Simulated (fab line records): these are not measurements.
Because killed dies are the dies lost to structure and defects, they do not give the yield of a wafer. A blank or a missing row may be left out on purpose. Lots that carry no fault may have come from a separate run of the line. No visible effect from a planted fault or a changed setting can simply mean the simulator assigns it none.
fab line records	flow nandHarc
record lots=12	wafers=36	lastDay=25
route steps=1159 shown P_CONTACT@249 P_M0@253 END@1159
lots with no fault: from the same line, run without faults
startH: the number of hours between the record's first day and the start of the first shown wafer of the lot	waitH: how many hours have passed since the lot's step before this one	" the same as in the row above	L1.1+2: a single row standing in for several wafers	- no value, or no start was given	* or withheld: withheld	< > ~ a bound
route shown NAME@n: a module of which the file shows steps, and the number in the route of the first	usual: mean/standard deviation taken from wafers without a fault	same: alike in all rows	chamber/n: place in a boat	sites: per-site readings	_std_site: standard deviation of those values	_edge_site: outer sites' mean less inner sites'	radiusMm: for every site, how far away it sits from the centre of the wafer	mask NAME#n: copy n	behind: the last tool/chamber to shape the wafer	hold: the reason the lot was held/the length of the hold in hours/how it ended	device: the n, p or np transistor that did not switch	end of line: tests of these same wafers at the route's end	a step with no rows: only its recipe	killed: the dies lost at the first sort to structure and to defects; this is not the yield of the wafer	map: shows each die of a wafer: x if killed, . if not, _ if none is there
set.NAME: the setting that was run; set.NAME@STEP: the one run at that earlier step	model.NAME: the simulator's own value behind a step, which no gauge read
the route's steps for a sample of lots (tables are steps, rows are wafers)
services: a tool's chamber out of use, with start hour (startH, from the record's first day; less than 0 if before it), hours out, and reason
## steps
# step NHARC_P_CONTACT_CMP_24
# recipe tOverpolishS=30	targetThkNm=200
# usual motorCurrentA=11.9/1.4	overpolishRunS=30.001/0.0088	timeToEndpointS=39/3.3
lot.wafer	tool	chamber	startH	waitH	motorCurrentA	overpolishRunS	timeToEndpointS
L384.2	cmp-02	0	114.60	0.6	12.4	29.992	39
L384.3	"	2	"	"	10.2	30.001	41
L384.1	"	3	"	"	11.0	29.997	39
L385.1	cmp-02	2	135.34	0.5	10.5	29.995	40
L385.3	"	0	"	"	12.5	30.006	38
L385.5	"	3	"	"	10.8	30.016	40
L386.1	cmp-03	0	135.58	1.0	14.9	29.996	35
L386.2	"	1	"	"	12.8	29.994	35
L386.6	"	1	"	"	13.4	29.992	38
L393.1	cmp-03	0	180.10	0.6	15.8	30.009	35
L393.5	"	3	"	"	13.0	30.014	37
L393.6	"	0	"	"	14.9	30.000	38
L395.3	cmp-03	2	209.45	0.3	11.6	30.008	37
L395.1	"	1	"	"	13.1	29.992	34
L395.5	"	2	"	"	11.5	30.003	36
L398.3	cmp-02	2	213.93	0.3	10.5	30.006	39
L398.6	"	1	"	"	10.2	30.005	38
L398.5	"	2	"	"	10.3	30.006	38
L399.3	cmp-01	3	217.33	0.4	12.3	30.008	44
L399.1	"	0	"	"	11.9	30.000	36
L399.5	"	3	"	"	11.1	30.003	43
L401.4	cmp-02	3	220.22	0.3	10.2	30.006	36
L401.3	"	0	"	"	11.3	30.019	36
L401.1	"	1	"	"	10.3	29.983	34
L402.3	cmp-01	0	227.30	0.3	11.5	29.992	40
L402.4	"	2	"	"	12.9	29.989	46
L402.1	"	3	"	"	11.9	29.998	49
L404.3	cmp-03	0	244.68	0.4	14.8	30.005	35
L404.6	"	3	"	"	13.3	30.008	36
L404.5	"	0	"	"	15.1	29.981	36
L405.3	cmp-02	2	245.17	0.3	10.3	30.001	46
L405.2	"	3	"	"	10.6	29.987	45
L405.1	"	0	"	"	11.3	29.992	43
L406.3	cmp-01	0	254.58	0.4	11.9	30.005	39
L406.4	"	1	"	"	14.1	29.981	42
L406.1	"	3	"	"	12.3	29.998	46
# step NHARC_P_CONTACT_INSPECT_27
# usual rawDefectCount=270/110
lot.wafer	tool	chamber	startH	waitH	rawDefectCount
L384.1	defectInspect-02	-	115.01	0.1	430
L384.2	"	-	"	"	554
L384.3	"	-	"	"	543
L385.1	defectInspect-01	-	135.75	0.1	536
L385.3	"	-	"	"	209
L385.5	"	-	"	"	174
L386.1	defectInspect-01	-	135.99	0.1	255
L386.2	"	-	"	"	408
L386.6	"	-	"	"	309
L393.1	defectInspect-01	-	180.48	0.1	175
L393.5	"	-	"	"	143
L393.6	"	-	"	"	267
L395.1	defectInspect-01	-	209.86	0.1	276
L395.3	"	-	"	"	225
L395.5	"	-	"	"	170
L398.3	defectInspect-01	-	214.31	0.1	211
L398.5	"	-	"	"	338
L398.6	"	-	"	"	299
L399.1	defectInspect-01	-	217.71	0.1	132
L399.3	"	-	"	"	130
L399.5	"	-	"	"	145
L401.1	defectInspect-01	-	220.60	0.1	459
L401.3	"	-	"	"	292
L401.4	"	-	"	"	223
L402.1	defectInspect-01	-	227.70	0.1	266
L402.3	"	-	"	"	279
L402.4	"	-	"	"	211
L404.3	defectInspect-01	-	245.06	0.1	335
L404.5	"	-	"	"	216
L404.6	"	-	"	"	164
L405.1	defectInspect-01	-	245.55	0.1	251
L405.2	"	-	"	"	345
L405.3	"	-	"	"	307
L406.1	defectInspect-01	-	254.98	0.1	399
L406.3	"	-	"	"	306
L406.4	"	-	"	"	350
# step NHARC_P_M0_DEP_00
# recipe targetThkA=1500	targetThkNm=150	tempC=withheld	pressureTorr=5	flowSccm=200	rfW=600	material=SiOC
# usual chamberPressureTorr=4.999/0.012
lot.wafer	tool	chamber	startH	waitH	chamberPressureTorr
L384.1	pecvd-01	1	115.07	0.1	5.017
L384.3	"	2	"	"	4.999
L384.2	"	0	"	"	5.005
L385.1	pecvd-02	0	135.81	0.1	5.005
L385.3	"	1	"	"	4.998
L385.5	"	2	"	"	4.990
L385.1	pecvd-02	0	136.51	-	4.980
L385.3	"	1	"	"	5.015
L385.5	"	2	"	"	5.004
L386.2	pecvd-01	1	136.05	0.1	5.006
L386.1	"	0	"	"	4.999
L386.6	"	1	"	"	5.016
L386.2	pecvd-01	1	136.56	-	5.009
L386.1	"	0	"	"	4.998
L386.6	"	1	"	"	5.006
L393.1	pecvd-03	2	180.55	0.1	4.992
L393.6	"	0	"	"	4.991
L393.5	"	1	"	"	5.012
L395.3	pecvd-03	2	209.92	0.1	5.004
L395.1	"	0	"	"	4.996
L395.5	"	0	"	"	5.006
L395.3	pecvd-03	2	210.62	-	5.002
L395.1	"	0	"	"	5.011
L395.5	"	0	"	"	4.992
L398.3	pecvd-02	1	214.42	0.1	5.018
L398.6	"	0	"	"	5.008
L398.5	"	2	"	"	5.018
L399.3	pecvd-02	0	217.82	0.1	5.011
L399.1	"	1	"	"	4.974
L399.5	"	2	"	"	5.001
L401.3	pecvd-03	1	220.67	0.1	5.007
L401.1	"	2	"	"	5.019
L401.4	"	2	"	"	4.978
L402.1	pecvd-02	1	227.77	0.1	5.004
L402.3	"	2	"	"	5.000
L402.4	"	0	"	"	4.991
L404.3	pecvd-03	2	245.13	0.1	5.006
L404.5	"	2	"	"	4.994
L404.6	"	0	"	"	4.993
L405.1	pecvd-03	0	245.62	0.1	4.989
L405.2	"	1	"	"	5.001
L405.3	"	2	"	"	5.011
L406.3	pecvd-03	1	255.05	0.1	5.003
L406.1	"	2	"	"	5.015
L406.4	"	1	"	"	5.016
# step NHARC_P_M0_ETCH_34
# recipe targetDepthA=400	overetchA=120	timeS=43.94	ionEnergyEv=200	n2FlowSccm=150	h2FlowSccm=150	arFlowSccm=0	rfW=400	biasW=150	chemistry=N2/H2
# usual chamberPressureMTorr=30.000/0.026	drypumpMotorCurrentA=6.0/0.41	oesProductAu=1.006/0.01	rfVppV=431.2/1.8	showerheadPlenumPTorr=2.07/0.061	throttleValvePct=14.172/0.009
lot.wafer	tool	chamber	startH	waitH	chamberPressureMTorr	drypumpMotorCurrentA	oesProductAu	rfHoursCounterH	rfVppV	showerheadPlenumPTorr	throttleValvePct
L384.3	rieDiel-05	2	116.18	0.1	29.963	6.1	1.011	9	435.0	2.15	14.178
L384.1	"	3	"	"	30.004	5.0	1.014	9	427.2	1.93	14.164
L384.2	"	1	"	"	30.030	5.6	1.017	9	432.8	2.11	14.169
L385.3	rieDiel-04	2	137.59	0.1	29.993	6.4	1.013	1	430.0	2.02	14.170
L385.1	"	0	"	"	30.002	6.0	1.014	1	431.6	2.06	14.166
L385.5	"	2	"	"	29.988	6.4	0.998	-	427.7	2.02	14.160
L386.2	rieDiel-10	2	137.79	0.2	29.995	6.1	0.990	10	430.1	2.05	14.184
L386.1	"	0	"	"	30.011	5.7	1.014	9	432.0	2.10	14.163
L386.6	"	3	"	"	30.009	6.6	1.010	-	434.8	2.19	14.168
L393.1	rieDiel-04	0	181.67	0.1	30.046	6.0	1.012	4	430.6	2.06	14.153
L393.6	"	2	"	"	30.011	6.3	1.013	-	430.2	2.01	14.181
L393.5	"	3	"	"	30.007	6.4	0.988	-	431.4	2.06	14.167
L395.3	rieDiel-10	0	211.69	0.1	30.014	5.7	1.009	2	431.7	2.09	14.178
L395.1	"	1	"	"	30.012	5.6	1.010	2	433.8	2.11	14.157
L395.5	"	1	"	"	30.004	5.6	1.012	-	432.7	2.11	14.185
L398.3	rieDiel-10	3	215.49	0.1	30.029	6.6	1.014	2	433.8	2.19	14.161
L398.6	"	2	"	"	29.900	6.0	0.988	-	431.6	2.05	14.179
L398.5	"	3	"	"	29.980	6.6	1.011	-	434.6	2.19	14.169
L399.3	rieDiel-05	1	218.88	0.1	30.023	5.6	0.995	3	433.8	2.11	14.188
L399.1	"	0	"	"	30.004	6.4	0.997	3	433.0	2.10	14.167
L399.5	"	2	"	"	30.003	6.2	1.003	-	433.2	2.15	14.184
L401.3	rieDiel-05	0	221.78	0.1	29.963	6.5	0.989	3	431.4	2.10	14.170
L401.1	"	2	"	"	29.972	6.1	0.992	3	433.7	2.15	14.176
L401.4	"	3	"	"	30.004	5.0	0.999	3	427.6	1.93	14.182
L402.3	rieDiel-10	0	228.75	0.1	29.971	5.7	1.014	4	432.2	2.09	14.172
L402.1	"	1	"	"	30.025	5.6	1.016	4	432.8	2.11	14.165
L402.4	"	3	"	"	29.989	6.6	1.014	4	435.1	2.19	14.168
L404.3	rieDiel-05	2	246.26	0.1	29.979	6.2	0.983	6	432.8	2.15	14.170
L404.6	"	0	"	"	29.979	6.4	0.996	-	431.9	2.10	14.185
L404.5	"	1	"	"	29.992	5.6	1.000	-	433.3	2.11	14.170
L405.1	rieDiel-04	0	246.75	0.1	30.018	6.0	1.011	9	432.0	2.06	14.172
L405.2	"	1	"	"	30.005	6.0	1.011	9	428.9	2.01	14.158
L405.3	"	3	"	"	29.986	6.4	1.003	5	431.1	2.06	14.168
L406.1	rieDiel-04	1	256.03	0.1	29.959	6.0	1.008	10	429.8	2.01	14.189
L406.4	"	2	"	"	29.987	6.4	1.013	9	430.1	2.01	14.171
L406.3	"	0	"	"	29.981	6.0	1.024	10	431.0	2.06	14.170
# step NHARC_END_SORT_01
# recipe tempC=25
# usual defectLimitedYield=95.1/1.6	killedAtArray=29/10	killedAtOther=0.7/1.1	killedAtPeriphery=3.3/2.4	killedDies=33/11	killedOpen=3.3/2	killedShort=1.9/1.3	sort_bin_2_pct=1.5/0.67	sort_bin_3_pct=0.27/0.24	sort_bin_4_pct=3.1/1.1	sortNPass=644/11	sortRimYieldPct=97.1/2.1	sortYieldPct=95.1/1.6
# same grossDies=677	sort_bin_5_pct[%]=0	sort_bin_6_pct[%]=0	sort_bin_7_pct[%]=0	sort_bin_8_pct[%]=0	sortRimNGross=106.00
lot.wafer	tool	chamber	startH	waitH	defectLimitedYield[%]	killedAtArray	killedAtOther	killedAtPeriphery	killedDies	killedOpen	killedShort	sort_bin_2_pct[%]	sort_bin_3_pct[%]	sort_bin_4_pct[%]	sortNPass	sortRimYieldPct[%]	sortYieldPct[%]
L386.1	prober-01	0	445.51	2.5	0	21	0	656	677	2	4	96.5	0	3.5	0	0	0
L386.2	prober-01	0	446.31	2.8	0	26	0	651	677	4	5	97.0	0.15	2.8	0	0	0
L386.6	prober-01	0	449.50	4.0	0	18	0	659	677	2	1	97.9	0	2.1	0	0	0
L385.1	prober-02	0	453.30	2.5	0	27	1	649	677	3	3	96.9	0	3.1	0	0	0
L385.3	prober-02	0	454.88	3.1	0	27	0	650	677	5	1	97.5	0.30	2.2	0	0	0
L385.5	prober-02	0	456.45	3.7	0	28	0	649	677	2	4	97.0	0.15	2.8	0	0	0
L398.3	prober-01	0	559.36	3.1	96.9	16	0	5	21	3	2	0.4	0	2.7	656	98.1	96.9
L398.5	prober-01	0	560.96	3.7	96.9	14	1	6	21	6	2	1.3	0.15	1.6	656	98.1	96.9
L398.6	prober-01	0	561.77	4.0	98.1	13	0	0	13	2	1	0.1	0.15	1.6	664	100.0	98.1
L395.1	prober-01	0	582.30	2.5	0	33	3	641	677	4	2	95.4	1.18	3.4	0	0	0
L395.3	prober-01	0	583.89	3.1	0	35	5	637	677	3	2	94.8	0.44	4.7	0	0	0
L395.5	prober-01	0	585.47	3.7	0	29	1	647	677	3	2	95.7	0.15	4.1	0	0	0
# killed by level:class
L386.1 P_M0:areaDep=652 A_SLIT:chamberFilmFlake=9 A_CHANNEL_FILL_D1:chamberFilmFlake=3 A_M0:geometricParticle:short=2 P_GATE:chamberFilmFlake=2 A_CHANNEL_HOLE_D1:chamberFilmFlake=2 P_M1:geometricParticle:short=1 A_SGD_CUT:geometricParticle:open=1
L386.2 P_M0:areaDep=649 A_SLIT:chamberFilmFlake=13 A_BLC:geometricParticle:short=2 A_CHANNEL_HOLE_D1:chamberFilmFlake=2 A_SOURCE_PLATE:geometricParticle:short=1 A_ONON_D1:geometricParticle:short=1 A_CHANNEL_FILL_D1:geometricParticle:short=1 A_WL_FILL:geometricParticle:open=1
L386.6 P_M0:areaDep=657 A_SLIT:chamberFilmFlake=8 A_CHANNEL_FILL_D1:chamberFilmFlake=4 A_CONTACT:chamberFilmFlake=3 P_CONTACT:geometricParticle:open=1 A_SGD_CUT:geometricParticle:open=1 A_M0:geometricParticle:short=1 P_GATE:chamberFilmFlake=1
L385.1 P_M0:areaDep=647 A_CHANNEL_HOLE_D1:chamberFilmFlake=15 A_STAIRCASE:chamberFilmFlake=4 A_CONTACT:chamberFilmFlake=2 A_CHANNEL_HOLE_D1:geometricParticle:short=1 A_CHANNEL_FILL_D1:geometricParticle:open=1 A_WL_FILL:geometricParticle:short=1 A_CONTACT:geometricParticle:open=1
L385.3 P_M0:areaDep=648 A_CHANNEL_HOLE_D1:chamberFilmFlake=15 A_STAIRCASE:chamberFilmFlake=4 A_CONTACT:geometricParticle:open=3 A_SLIT:chamberFilmFlake=2 P_M0:geometricParticle:open=1 A_CHANNEL_FILL_D1:geometricParticle:short=1 A_WL_FILL:geometricParticle:open=1
L385.5 P_M0:areaDep=644 A_CHANNEL_HOLE_D1:chamberFilmFlake=17 A_STAIRCASE:chamberFilmFlake=4 P_M1:chamberFilmFlake=2 P_GATE:geometricParticle:open=1 P_CONTACT:geometricParticle:short=1 P_M0:geometricParticle:short=1 A_CHANNEL_HOLE_D1:geometricParticle:short=1
L398.3 A_CHANNEL_HOLE_D1:chamberFilmFlake=6 P_M2:chamberFilmFlake=3 A_CONTACT:chamberFilmFlake=3 A_SGD_CUT:chamberFilmFlake=2 P_CONTACT:geometricParticle:open=1 A_ONON_D1:geometricParticle:open=1 A_WL_FILL:geometricParticle:short=1 A_M0:geometricParticle:short=1
L398.5 P_M2:chamberFilmFlake=3 A_CHANNEL_HOLE_D1:chamberFilmFlake=3 A_CONTACT:chamberFilmFlake=3 A_CONTACT:geometricParticle:open=2 A_SGD_CUT:chamberFilmFlake=2 P_CONTACT:geometricParticle:open=1 P_M0:geometricParticle:open=1 A_CHANNEL_FILL_D1:geometricParticle:open=1
L398.6 A_CHANNEL_HOLE_D1:chamberFilmFlake=6 A_CONTACT:chamberFilmFlake=2 A_WL_FILL:geometricParticle:short=1 A_BLC:geometricParticle:open=1 A_M0:geometricParticle:open=1 A_SGD_CUT:chamberFilmFlake=1 A_SLIT:chamberFilmFlake=1
L395.1 P_M0:areaDep=633 A_SLIT:chamberFilmFlake=9 A_CHANNEL_HOLE_D1:chamberFilmFlake=7 P_CONTACT:chamberFilmFlake=6 A_STAIRCASE:chamberFilmFlake=5 A_CONTACT:chamberFilmFlake=5 THIN_TSV:chamberFilmFlake=3 A_CONTACT:geometricParticle:open=2
L395.3 P_M0:areaDep=631 A_SLIT:chamberFilmFlake=17 A_CONTACT:chamberFilmFlake=7 A_STAIRCASE:chamberFilmFlake=6 P_CONTACT:chamberFilmFlake=5 THIN_TSV:chamberFilmFlake=4 A_CHANNEL_HOLE_D1:chamberFilmFlake=2 P_CONTACT:geometricParticle:open=1
L395.5 P_M0:areaDep=642 A_SLIT:chamberFilmFlake=10 A_CONTACT:chamberFilmFlake=10 P_CONTACT:chamberFilmFlake=3 A_STAIRCASE:chamberFilmFlake=3 A_CHANNEL_HOLE_D1:chamberFilmFlake=2 P_STI:geometricParticle:open=1 A_CHANNEL_FILL_D1:geometricParticle:open=1
## services
tool	chamber	startH	hours	kind
rieDiel-04	2	99.60	20.7	repair
rieDiel-04	3	103.17	32.4	repair
cmp-01	-	104.03	11.6	repair
rieDiel-04	-	110.81	0.3	repair
pecvd-03	-	111.15	13.0	pm
rieDiel-04	-	112.14	9.0	pm
cmp-03	-	124.33	1.0	repair
cmp-01	-	126.80	0.5	repair
cmp-02	-	128.50	4.0	pm
cmp-01	-	129.36	1.6	repair
pecvd-02	-	153.52	13.0	pm
cmp-03	-	156.08	4.0	pm
rieDiel-04	3	162.47	14.1	repair
rieDiel-05	-	163.60	9.0	pm
rieDiel-10	-	176.71	9.0	pm
pecvd-02	1	197.95	8.0	repair
cmp-02	-	226.50	4.0	pm
pecvd-02	-	232.55	0.5	repair
pecvd-02	-	238.09	0.9	repair
rieDiel-04	2	242.42	7.1	repair
pecvd-02	-	246.98	1.1	repair
cmp-03	-	249.00	3.9	repair
rieDiel-05	-	250.52	0.4	repair
cmp-03	-	254.08	4.0	pm
## key
firstSign step=NHARC_P_M0_DEP_00	reading=visit	direction=added
effect step=NHARC_END_SORT_01	reading=killedAtPeriphery	direction=up	sigmas=99+	usual=3.3	struck=648.8
moreKillsBornAt NHARC_P_M0_DEP_00@pecvd-01=1958	NHARC_P_M0_DEP_00@pecvd-02=1939	NHARC_P_M0_DEP_00@pecvd-03=1906
metAt NHARC_P_M0_DEP_00
struckLots L385,L386,L395
laterRowsLeftOut L385.1,L385.3,L385.5,L386.1,L386.2,L386.6,L395.1,L395.3,L395.5
notActingAt NHARC_P_CONTACT_CMP_24,NHARC_P_CONTACT_INSPECT_27,NHARC_P_M0_ETCH_34
fault kind=repeatedStepWhole	tool=pecvd-01,pecvd-02,pecvd-03	chamber=-	onsetH=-	steps=NHARC_P_M0_DEP_00	times=1	scope=struckLotsOnly
# laterRowsLeftOut: the simulator's readings of these wafers behind a module that went badly wrong aren't trusted and aren't shown, but for the sort
